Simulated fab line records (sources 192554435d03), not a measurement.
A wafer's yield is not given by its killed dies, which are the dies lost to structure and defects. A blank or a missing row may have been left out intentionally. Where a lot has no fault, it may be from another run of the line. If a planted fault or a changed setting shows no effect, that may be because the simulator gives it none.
A struck lot beside a sound one + flow n5-finfet + 36 out of 1938 route steps
Sound: these wafers, L554.3, L554.4, L554.5. Struck: wafer L552.4 (L552.1, L552.5, from the same lot, were not struck and are left out); the cause is given at the end.
Order at every step that has rows: each side's tool, ch and its chambers, its first start. Under that, the readings that differ: sound wafers + struck wafers + difference of the means + sigmas: that difference in standard deviations of wafers without a fault.
alike: readings with means less than 2 such deviations apart, plus words and numbers identical on both sides. not compared: withheld readings, readings lacking a value on some wafer, bounds such as >300 that could conceal the same value, and numbers that have no deviation in the record and whose values overlap.
A row with sigmas, a row that says differs or no value, or rows on one side alone: a step with any of these is where the two part. Numbers that have no deviation but don't overlap get no sigmas and don't part them. A reading missing from all wafers of one side parts the sides only when that side holds two or more wafers.

first, 9 steps without rows for these wafers: N5_SD_EPI_N_DEVELOP_08 (develop time 30 s); N5_SD_EPI_N_DESCUM_14 (chemistry O2, time 7.9 s); N5_SD_EPI_N_ETCH_34 (etches SiARC in CF4, target depth 45.5 nm, time 75.8 s); N5_SD_EPI_N_ETCH_35 (etches SOC in N2/H2, overetch 108 nm, time 486 s); N5_SD_EPI_N_STRIP_36 (strips in N2/H2); N5_SD_EPI_N_ETCHBACK_44 (etches SiNx in CH3F/O2, stops on SiO2, target depth 14.5 nm); N5_SD_EPI_N_ETCH_45 (etches SiOCN in CH3F/O2, target depth 6 nm); N5_SD_EPI_N_ETCH_16 (etches SiO2 in CHF3/O2, target depth 5 nm); N5_SD_EPI_N_STRIP_47 (strips in CHF3/O2).
N5_SD_EPI_N_SD_RECESS_17: chemistry HBr/Cl2/O2, target depth 41 nm, time 23.7 s, bt time 3 s.
  sound on rie-si-03 ch 0,1,2, day 6 14:05; struck on rie-si-06 ch 2, day 5 22:06
| reading                                 | sound             | struck | difference | sigmas |
|-----------------------------------------|-------------------|--------|------------|--------|
| model.etch.depth-nm (nm)                | 40.81 40.87 40.52 | 49.18  | +8.45      |        |
| model.SD_EPI_N.feature-depth-nm (nm)    | 40.8 40.8 40.6    | 49.2   | +8.5       |        |
| model.Si_of_WELL_APT_EPI_41.thk-nm (nm) | 8.8 8.2 8.6       | 4.4    | -4.1       |        |
  alike: O2_flow_sccm, drypump-motor-current-A, he-backside-leak-sccm, mfc-cl2-sccm, oes-product-au, throttle-valve-pct
  not compared: rf-hours-counter-h
then, 2 steps without rows for these wafers: N5_SD_EPI_N_STRIP_38 (strips in N2/H2); N5_SD_EPI_N_WET_ETCH_43 (etches SiO2 in dHF, time 14 s, target depth 1.5 nm).
N5_SD_EPI_N_STRIP_18: strips in SPM, time 750 s.
  sound on wet-bench-05 ch 2,3,6, day 6 14:17; struck on wet-bench-01 ch 3, day 5 22:17
| reading                                 | sound       | struck | difference | sigmas |
|-----------------------------------------|-------------|--------|------------|--------|
| model.Si_of_WELL_APT_EPI_41.thk-nm (nm) | 8.6 7.8 8.4 | 4      | -4         |        |
  alike: temp-c
then, 21 steps without rows for these wafers: N5_SD_EPI_N_SRD_20 (time 30 s); N5_SD_EPI_N_PRECLEAN_48 (cleans in NF3:NH3, afs cycles 2, time 20 s, sublimation time 60 s); N5_SD_EPI_N_VAPOR_ETCH_50 (etches Si in HCl, time 54 s); N5_SD_EPI_N_EPI_21 (deposits Si:P, time 690 s); N5_SD_EPI_N_PRECLEAN_24 (cleans in O3/DIW, time 60 s); N5_SD_EPI_N_SRD_25 (time 30 s); N5_SD_EPI_N_PRECLEAN_49 (cleans in NF3:NH3, afs cycles 1, time 20 s, sublimation time 60 s); N5_SD_EPI_N_LINER_46 (material SiNx, target thk 3 nm); N5_SD_EPI_P_COAT_34 (time 60 s, resist thk 350 nm); N5_SD_EPI_P_COAT_35 (time 60 s, resist thk 35 nm); N5_SD_EPI_P_COAT_03 (resist thk 150 nm); N5_SD_EPI_P_EBR_05; N5_SD_EPI_P_SOFTBAKE_04 (time 60 s); N5_SD_EPI_P_EXPOSE_06 (exposes mask SD P BLK, target cd 240 nm); N5_SD_EPI_P_PEB_07 (peb time 60 s); N5_SD_EPI_P_DEVELOP_08 (develop time 30 s); N5_SD_EPI_P_DESCUM_14 (chemistry O2, time 7.9 s); N5_SD_EPI_P_ETCH_36 (etches SiARC in CF4, target depth 45.5 nm, time 75.8 s); N5_SD_EPI_P_ETCH_37 (etches SOC in N2/H2, overetch 108 nm, time 486 s); N5_SD_EPI_P_STRIP_38 (strips in N2/H2); N5_SD_EPI_P_ETCHBACK_46 (etches SiNx in CH3F/O2, stops on SiO2, target depth 17.5 nm).
-- a jump in the record: the struck wafers' starts before and after are 5 days apart (it breaks off in module SD_EPI_P and resumes in module BEOL_M4, where the first step shown is number 1111 of the route) --
N5_BEOL_M4_RC_MEAS_101:
  sound on prober-01 ch 0, day 11 19:58; struck on prober-02 ch 0, day 11 00:58
| reading            | sound             | struck | difference | sigmas |
|--------------------|-------------------|--------|------------|--------|
| CJ_N               | 4.38 4.40 4.36    | 4.99   | +0.61      | +7     |
| DIBL_N (mV/V)      | 34.0 35.8 35.7    | 47.9   | +12.7      | +8     |
| IOFF_N (nA/um)     | 0.128 0.150 0.153 | 1.537  | +1.393     | +63    |
| IOFF_N_85C (nA/um) | 2.6 3.0 3.1       | 20.9   | +18.0      | +51    |
| IOFF_N_LIN (nA/um) | 0.063 0.071 0.072 | 0.111  | +0.042     | +5     |
| ION_N (uA/um)      | 663 676 676       | 698    | +26        | +3     |
| SS_N (mV/dec)      | 70.6 70.7 70.9    | 93.2   | +22.5      | +42    |
  alike: DIBL_P, IOFF_N_LONG, IOFF_P, ION_P, SS_P, VT_N, VT_P
-- here the record skips 4 days between the struck wafers' starts before and after, leaving off in module BEOL_M4 and picking up in module PASSIVATION (first step shown: number 1936 of the route) --
N5_PASSIVATION_PROBE_49:
  struck on prober-02, day 15 06:50; sound on prober-01, day 15 23:45
| reading                | sound          | struck | difference | sigmas |
|------------------------|----------------|--------|------------|--------|
| sort_bin_4_leakage (%) | 0 0 0          | 91.19  | +91.19     |        |
| sort-n-pass            | 1082 1071 1095 | 0      | -1083      | -68    |
| sort-yield-pct (%)     | 91.7 90.8 92.8 | 0      | -92        | -66    |
  alike: defect-limited-yield, killed_at_M0_to_M3, killed_at_M4_up, killed-at-contacts, killed-at-front-end, killed-at-other, killed-dies, killed-open, killed-short, sort_bin_5_function, sort_bin_6_memory

## WHERE THEY PART
Last at N5_PASSIVATION_PROBE_49 as far as this record goes, first at N5_BEOL_M4_RC_MEAS_101.

WHY: what had been put in by the simulator
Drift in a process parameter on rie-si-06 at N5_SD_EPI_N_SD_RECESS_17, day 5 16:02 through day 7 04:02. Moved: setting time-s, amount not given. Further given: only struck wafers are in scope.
